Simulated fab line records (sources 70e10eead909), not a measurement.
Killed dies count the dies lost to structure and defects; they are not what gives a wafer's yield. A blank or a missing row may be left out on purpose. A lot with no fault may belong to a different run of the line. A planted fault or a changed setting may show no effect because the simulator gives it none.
Chamber matching ; flow nand-harc ; 4 sister chambers for NHARC_A_ZERO_WELL_DESCUM_12 on rie-diel-06
The step chemistry O2, time 3 s. 4 wafers are shown with their chamber, then 7 later ones without.

WAFERS, EACH WITH ITS CHAMBER
wafer;chamber;drypump-motor-current-A (A)
L177.3;0;5.8
L177.6;1;5.4
L178.1;2;5.4
L178.2;3;5.4

WAFERS WITH NO CHAMBER GIVEN
wafer;drypump-motor-current-A (A)
L178.3;5.4
L182.1;5.5
L182.3;5.4
L182.5;5.4
L186.4;5.4
L186.5;5.8
L186.6;5.4

EACH ONE'S CHAMBER
wafer;from the rows above;in truth
L178.3;can't be placed: 1 or 2 or 3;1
L182.1;can't be placed: 1 or 2 or 3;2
L182.3;can't be placed: 1 or 2 or 3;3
L182.5;can't be placed: 1 or 2 or 3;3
L186.4;can't be placed: 1 or 2 or 3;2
L186.5;0;0
L186.6;can't be placed: 1 or 2 or 3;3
Correct placement for 1 of the 7. These rows do not allow placing 6 (true chamber among the candidates in 6). 0 placed wrongly.
How it was worked out, from the rows above alone: a wafer's distance from a chamber is the root of the sum, over the readings, of the square of ((its reading less the chamber's mean) divided by the reading's scatter). If the next closest chamber is less than 2 further off than the closest, the wafer can't be placed; otherwise it belongs to the closest. The mean given for a chamber averages the wafers shown for that chamber. The scatter: root of mean squared gap, hidden wafer to nearest shown wafer, with one shown wafer a chamber.
